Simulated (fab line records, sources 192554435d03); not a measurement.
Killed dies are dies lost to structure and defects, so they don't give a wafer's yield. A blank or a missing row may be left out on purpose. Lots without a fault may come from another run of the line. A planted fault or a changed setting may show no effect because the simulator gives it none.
Chamber matching | flow n5_finfet | N5_BEOL_M3_DESCUM_33 on rie_diel-03: 4 sister chambers
The step chemistry O2, time 7 s. 18 wafers are shown with their chamber, then 9 later ones without.

WAFERS WITH THEIR CHAMBER
wafer  | chamber | showerhead_plenum_p_Torr (Torr) | oes_product_au (a.u.) | drypump_motor_current_A (A)
L076.1 | 0       | 2.12                            | 0.81                  | 5.5
L076.2 | 3       | 2.07                            | 0.71                  | 5.3
L076.4 | 3       | 2.07                            | 0.71                  | 5.4
L077.1 | 0       | 2.12                            | 0.82                  | 5.5
L077.5 | 3       | 2.07                            | 0.69                  | 5.4
L077.6 | 2       | 2.15                            | 0.97                  | 4.9
L081.1 | 0       | 2.12                            | 0.80                  | 5.5
L081.2 | 2       | 2.14                            | 0.95                  | 4.8
L081.6 | 2       | 2.14                            | 0.95                  | 4.9
L083.1 | 0       | 2.12                            | 0.80                  | 5.5
L083.3 | 1       | 2.10                            | 0.80                  | 5.4
L083.5 | 0       | 2.12                            | 0.80                  | 5.5
L085.3 | 0       | 2.12                            | 0.80                  | 5.6
L085.4 | 3       | 2.06                            | 0.69                  | 5.3
L085.5 | 0       | 2.12                            | 0.80                  | 5.5
L087.3 | 1       | 2.10                            | 0.80                  | 5.4
L087.5 | 1       | 2.10                            | 0.79                  | 5.4
L087.6 | 2       | 2.14                            | 0.92                  | 4.8

SIGNATURES (means of the wafers above)
reading                  | chamber 0 | chamber 1 | chamber 2 | chamber 3 | scatter within a chamber
showerhead_plenum_p_Torr | 2.1200    | 2.1000    | 2.1425    | 2.0675    | 0.00327
oes_product_au           | 0.8043    | 0.7967    | 0.9475    | 0.7000    | 0.0123
drypump_motor_current_A  | 5.514     | 5.400     | 4.850     | 5.350     | 0.0452
Rule: a wafer's distance from a chamber is the root of the sum, over the readings, of the square of ((its reading less the chamber's mean) divided by the reading's scatter). The wafer belongs to the nearest chamber; if the next one is less than 2 further off, it can't be placed. The scatter: the root of (the sum of the squares of (reading less its chamber's mean) over the shown wafers, divided by (wafers less chambers)).

WAFERS WITHOUT THEIR CHAMBER
wafer  | showerhead_plenum_p_Torr (Torr) | oes_product_au (a.u.) | drypump_motor_current_A (A)
L092.1 | 2.06                            | 0.69                  | 5.3
L092.2 | 2.09                            | 0.80                  | 5.4
L092.3 | 2.11                            | 0.79                  | 5.5
L093.1 | 2.11                            | 0.78                  | 5.6
L093.2 | 2.06                            | 0.68                  | 5.4
L093.4 | 2.09                            | 0.78                  | 5.4
L096.2 | 2.14                            | 0.90                  | 4.8
L096.4 | 2.09                            | 0.77                  | 5.4
L096.6 | 2.14                            | 0.89                  | 4.8

WHICH CHAMBER EACH WENT THROUGH
wafer  | from the rows above     | in truth
L092.1 | 3                       | 3
L092.2 | 1                       | 1
L092.3 | can't be placed: 0 or 1 | 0
L093.1 | can't be placed: 0 or 1 | 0
L093.2 | 3                       | 3
L093.4 | 1                       | 1
L096.2 | 2                       | 2
L096.4 | 1                       | 1
L096.6 | 2                       | 2
Placed correctly: 7 of 9. Can't be placed from these rows: 2 (the true chamber is among the candidates in 2). Placed wrongly: 0.
